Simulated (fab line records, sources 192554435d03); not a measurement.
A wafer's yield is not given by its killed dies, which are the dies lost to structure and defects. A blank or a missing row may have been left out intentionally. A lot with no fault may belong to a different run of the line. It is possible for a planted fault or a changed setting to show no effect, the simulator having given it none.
Split-lot study :: flow n5-finfet :: 39 wafers read across 7 lots, on a route 1938 steps long

ABOUT THE SPLIT
At N5_HKMG_FIN_ETCH_55 (etches SOC in N2/H2, target depth 240 nm, time 300 s), the setting time-s was moved away from the recipe's 300 s on 15 of the 39 wafers read, by -46.7% to +53.2%. The other wafers ran this setting at the recipe's value.

FROM THE SPLIT TO THE READING: what the file shows between them, 2 steps
- N5_HKMG_FIN_STRIP_56: strips in N2/H2
- N5_HKMG_FIN_STRIP_57: strips in CF4

THE READING
HKMG_FIN.cd-offset-nm (the simulator's own value, which no gauge read), in nm, at N5_HKMG_FIN_ETCH_58 (etches SOC in N2/H2, target depth 215.8 nm, time 741 s). No usual value for it is given in the file. The 24 wafers here that ran the recipe average 0.1 nm, standard deviation 0.67 nm.

wafer: L074.1
tool, chamber at the split: rie-diel-04, 2
time-s as run, s: 300
against the recipe: recipe
HKMG_FIN.cd-offset-nm, nm: 0.6
against lot-mates on the recipe: -

wafer: L074.2
tool, chamber at the split: rie-diel-04, 0
time-s as run, s: 159.8
against the recipe: -46.7%
HKMG_FIN.cd-offset-nm, nm: -3.4
against lot-mates on the recipe: -3.5

wafer: L074.3
tool, chamber at the split: rie-diel-04, 3
time-s as run, s: 300
against the recipe: recipe
HKMG_FIN.cd-offset-nm, nm: -0.2
against lot-mates on the recipe: -

wafer: L074.4
tool, chamber at the split: rie-diel-04, 1
time-s as run, s: 300
against the recipe: recipe
HKMG_FIN.cd-offset-nm, nm: 0
against lot-mates on the recipe: -

wafer: L074.5
tool, chamber at the split: rie-diel-04, 1
time-s as run, s: 159.8
against the recipe: -46.7%
HKMG_FIN.cd-offset-nm, nm: -3.8
against lot-mates on the recipe: -3.9

wafer: L074.6
tool, chamber at the split: rie-diel-04, 2
time-s as run, s: 159.8
against the recipe: -46.7%
HKMG_FIN.cd-offset-nm, nm: -2.8
against lot-mates on the recipe: -2.9

wafer: L078.1
tool, chamber at the split: rie-diel-04, 3
time-s as run, s: 300
against the recipe: recipe
HKMG_FIN.cd-offset-nm, nm: 0.2
against lot-mates on the recipe: -

wafer: L078.2
tool, chamber at the split: rie-diel-04, 2
time-s as run, s: 300
against the recipe: recipe
HKMG_FIN.cd-offset-nm, nm: 1.6
against lot-mates on the recipe: -

wafer: L078.3
tool, chamber at the split: rie-diel-04, 1
time-s as run, s: 300
against the recipe: recipe
HKMG_FIN.cd-offset-nm, nm: -0.4
against lot-mates on the recipe: -

wafer: L078.4
tool, chamber at the split: rie-diel-04, 0
time-s as run, s: 300
against the recipe: recipe
HKMG_FIN.cd-offset-nm, nm: 0
against lot-mates on the recipe: -

wafer: L078.5
tool, chamber at the split: rie-diel-04, 2
time-s as run, s: 300
against the recipe: recipe
HKMG_FIN.cd-offset-nm, nm: 1
against lot-mates on the recipe: -

wafer: L078.6
tool, chamber at the split: rie-diel-04, 1
time-s as run, s: 300
against the recipe: recipe
HKMG_FIN.cd-offset-nm, nm: -0.2
against lot-mates on the recipe: -

wafer: L082.2
tool, chamber at the split: rie-diel-06, 1
time-s as run, s: 300
against the recipe: recipe
HKMG_FIN.cd-offset-nm, nm: 0.2
against lot-mates on the recipe: -

wafer: L082.4
tool, chamber at the split: rie-diel-06, 3
time-s as run, s: 300
against the recipe: recipe
HKMG_FIN.cd-offset-nm, nm: -0.2
against lot-mates on the recipe: -

wafer: L082.5
tool, chamber at the split: rie-diel-06, 2
time-s as run, s: 300
against the recipe: recipe
HKMG_FIN.cd-offset-nm, nm: 0
against lot-mates on the recipe: -

wafer: L087.1
tool, chamber at the split: rie-diel-06, 2
time-s as run, s: 300
against the recipe: recipe
HKMG_FIN.cd-offset-nm, nm: 0.6
against lot-mates on the recipe: -

wafer: L087.2
tool, chamber at the split: rie-diel-06, 0
time-s as run, s: 300
against the recipe: recipe
HKMG_FIN.cd-offset-nm, nm: 0.2
against lot-mates on the recipe: -

wafer: L087.3
tool, chamber at the split: rie-diel-06, 1
time-s as run, s: 300
against the recipe: recipe
HKMG_FIN.cd-offset-nm, nm: 1.6
against lot-mates on the recipe: -

wafer: L087.4
tool, chamber at the split: rie-diel-06, 2
time-s as run, s: 198.2
against the recipe: -33.9%
HKMG_FIN.cd-offset-nm, nm: -2
against lot-mates on the recipe: -2.8

wafer: L087.5
tool, chamber at the split: rie-diel-06, 1
time-s as run, s: 198.2
against the recipe: -33.9%
HKMG_FIN.cd-offset-nm, nm: -1.2
against lot-mates on the recipe: -2.0

wafer: L087.6
tool, chamber at the split: rie-diel-06, 0
time-s as run, s: 198.2
against the recipe: -33.9%
HKMG_FIN.cd-offset-nm, nm: -1.8
against lot-mates on the recipe: -2.6

wafer: L091.1
tool, chamber at the split: rie-diel-05, 0
time-s as run, s: 300
against the recipe: recipe
HKMG_FIN.cd-offset-nm, nm: -0.2
against lot-mates on the recipe: -

wafer: L091.2
tool, chamber at the split: rie-diel-05, 2
time-s as run, s: 300
against the recipe: recipe
HKMG_FIN.cd-offset-nm, nm: 0
against lot-mates on the recipe: -

wafer: L091.3
tool, chamber at the split: rie-diel-05, 3
time-s as run, s: 459.5
against the recipe: +53.2%
HKMG_FIN.cd-offset-nm, nm: 1.8
against lot-mates on the recipe: +2.1

wafer: L091.4
tool, chamber at the split: rie-diel-05, 1
time-s as run, s: 300
against the recipe: recipe
HKMG_FIN.cd-offset-nm, nm: -0.6
against lot-mates on the recipe: -

wafer: L091.5
tool, chamber at the split: rie-diel-05, 2
time-s as run, s: 459.5
against the recipe: +53.2%
HKMG_FIN.cd-offset-nm, nm: 3
against lot-mates on the recipe: +3.3

wafer: L091.6
tool, chamber at the split: rie-diel-05, 1
time-s as run, s: 459.5
against the recipe: +53.2%
HKMG_FIN.cd-offset-nm, nm: 3.4
against lot-mates on the recipe: +3.7

wafer: L093.1
tool, chamber at the split: rie-diel-05, 1
time-s as run, s: 300
against the recipe: recipe
HKMG_FIN.cd-offset-nm, nm: -0.4
against lot-mates on the recipe: -

wafer: L093.2
tool, chamber at the split: rie-diel-05, 0
time-s as run, s: 169.9
against the recipe: -43.4%
HKMG_FIN.cd-offset-nm, nm: -3.2
against lot-mates on the recipe: -2.7

wafer: L093.3
tool, chamber at the split: rie-diel-05, 3
time-s as run, s: 169.9
against the recipe: -43.4%
HKMG_FIN.cd-offset-nm, nm: -4
against lot-mates on the recipe: -3.5

wafer: L093.4
tool, chamber at the split: rie-diel-05, 2
time-s as run, s: 300
against the recipe: recipe
HKMG_FIN.cd-offset-nm, nm: -1.4
against lot-mates on the recipe: -

wafer: L093.5
tool, chamber at the split: rie-diel-05, 0
time-s as run, s: 300
against the recipe: recipe
HKMG_FIN.cd-offset-nm, nm: 0.4
against lot-mates on the recipe: -

wafer: L093.6
tool, chamber at the split: rie-diel-05, 3
time-s as run, s: 169.9
against the recipe: -43.4%
HKMG_FIN.cd-offset-nm, nm: -3.6
against lot-mates on the recipe: -3.1

wafer: L095.1
tool, chamber at the split: rie-diel-05, 0
time-s as run, s: 300
against the recipe: recipe
HKMG_FIN.cd-offset-nm, nm: 1
against lot-mates on the recipe: -

wafer: L095.2
tool, chamber at the split: rie-diel-05, 2
time-s as run, s: 205.1
against the recipe: -31.6%
HKMG_FIN.cd-offset-nm, nm: -1.2
against lot-mates on the recipe: -1.4

wafer: L095.3
tool, chamber at the split: rie-diel-05, 1
time-s as run, s: 205.1
against the recipe: -31.6%
HKMG_FIN.cd-offset-nm, nm: -1
against lot-mates on the recipe: -1.2

wafer: L095.4
tool, chamber at the split: rie-diel-05, 3
time-s as run, s: 300
against the recipe: recipe
HKMG_FIN.cd-offset-nm, nm: -0.6
against lot-mates on the recipe: -

wafer: L095.5
tool, chamber at the split: rie-diel-05, 3
time-s as run, s: 205.1
against the recipe: -31.6%
HKMG_FIN.cd-offset-nm, nm: -0.6
against lot-mates on the recipe: -0.8

wafer: L095.6
tool, chamber at the split: rie-diel-05, 2
time-s as run, s: 300
against the recipe: recipe
HKMG_FIN.cd-offset-nm, nm: 0.2
against lot-mates on the recipe: -

THE FIT
A straight line over all 39 wafers: HKMG_FIN.cd-offset-nm changes by +0.0605 nm for each +1% of time-s; r = +0.90; the points scatter about the line by 0.77 nm.
The same after taking each lot's own level away (the mean of its wafers on the recipe; 39 wafers): +0.0632 nm for each +1%; r = +0.93; scatter 0.62 nm.
That fit puts the effect of the largest move of time-s on the reading at 3.4 nm.
The lots' own levels span -0.47 to 0.80 nm, that is 1.9 times the standard deviation above.
So the lot-to-lot level changes the slope little: the two slopes agree.
Check: for one of the wafers moved furthest among these (+53.2%), held out of the fit, the line's prediction against its lot-mates is +3.57 nm. Against them it came out at +2.07 nm.

OTHER SPLITS ON THESE WAFERS
Note: prior to the reading, these wafers also went through further splits. Each is held against what the fit with the lots' levels taken away leaves over:
other split on the same wafers: N5_ZERO_LAYER_PECVD_02 time-s
wafers away from the commonest value: 12
r with HKMG_FIN.cd-offset-nm (lot level and that fit taken away): -0.10

other split on the same wafers: N5_FIN_SAQP_SPACER2_ALD_28 target-thk-a
wafers away from the commonest value: 15
r with HKMG_FIN.cd-offset-nm (lot level and that fit taken away): -0.16

THE WHOLE CHAIN: every reading that the file lists as answering this split, in the file's order
step: N5_HKMG_FIN_ETCH_55
what it does: etches SOC in N2/H2, target depth 240 nm, time 300 s
reading: etch.depth-nm (the simulator's own value, which no gauge read)
change (the file's fit): +2.36 nm for each +1% of the setting
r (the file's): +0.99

step: N5_HKMG_FIN_ETCH_55
what it does: etches SOC in N2/H2, target depth 240 nm, time 300 s
reading: HKMG_FIN.feature-depth-nm (the simulator's own value, which no gauge read)
change (the file's fit): +2.36 nm for each +1% of the setting
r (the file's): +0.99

step: N5_HKMG_FIN_ETCH_55
what it does: etches SOC in N2/H2, target depth 240 nm, time 300 s
reading: SiARC_of_HKMG_FIN_COAT_42.thk-nm (the simulator's own value, which no gauge read)
change (the file's fit): -0.134 nm for each +1% of the setting
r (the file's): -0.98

step: N5_HKMG_FIN_ETCH_58
what it does: etches SOC in N2/H2, target depth 215.8 nm, time 741 s
reading: HKMG_FIN.cd-offset-nm (the simulator's own value, which no gauge read)
change (the file's fit): +0.0638 nm for each +1% of the setting
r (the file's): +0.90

THE FILE'S OWN FIT
HKMG_FIN.cd-offset-nm changes by +0.0638 nm for each +1% of time-s, r = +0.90.
